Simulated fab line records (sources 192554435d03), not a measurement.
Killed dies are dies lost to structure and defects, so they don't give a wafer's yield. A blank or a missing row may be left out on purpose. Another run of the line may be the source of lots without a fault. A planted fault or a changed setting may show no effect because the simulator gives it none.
Which tool is to blame? + flow n5-finfet + 30 wafers sampled from 10 lots at 1 step of a route of 1938

== WHAT EACH GAUGE READ, for each wafer ==
N5_BEOL_M4_RC_MEAS_101.
| lot  | measured     | on        | DIBL_N (mV/V)  |
|------|--------------|-----------|----------------|
| L760 | day 8 19:13  | prober-01 | 34.9 35.2 36.4 |
| L763 | day 9 22:37  | prober-02 | 40.6 39.2 41.7 |
| L764 | day 10 05:05 | prober-01 | 34.8 37.0 38.5 |
| L765 | day 10 07:43 | prober-02 | 37.7 36.1 38.0 |
| L768 | day 11 04:49 | prober-02 | 35.4 34.5 34.1 |
| L772 | day 11 16:44 | prober-01 | 35.7 33.4 33.0 |
| L775 | day 12 21:11 | prober-01 | 35.9 37.4 35.4 |
| L781 | day 13 23:31 | prober-01 | 37.5 35.8 38.0 |
| L779 | day 14 00:02 | prober-02 | 33.6 32.7 34.6 |
| L780 | day 14 01:47 | prober-01 | 34.4 33.3 32.8 |

== WHICH TOOL RAN EACH LOT (tool, then ch and the chambers of the sampled wafers, then the start) ==
The record holds no process step before these readings.

== THE ANSWER, worked out from the rows above alone ==
Rule: what is usual is taken from the lots themselves. The widest of any qualifying gaps counts: lots, ordered by their means at a reading, are off when they make up no more than a third of the lots, leave a main group of 4 or more, and stand apart from it by 3 or more times the standard deviation of that group's means. Not used: any main group whose means are identical at the precision the tables above print for the reading. A lot without any number at a reading at which 4 lots or more have one is off too. Where the step has rows for the other lots, those lots are counted as sound.
Across all readings shown, no lot is off: no conclusion can be drawn from this.

== WHAT THE SIMULATOR PUT IN ==
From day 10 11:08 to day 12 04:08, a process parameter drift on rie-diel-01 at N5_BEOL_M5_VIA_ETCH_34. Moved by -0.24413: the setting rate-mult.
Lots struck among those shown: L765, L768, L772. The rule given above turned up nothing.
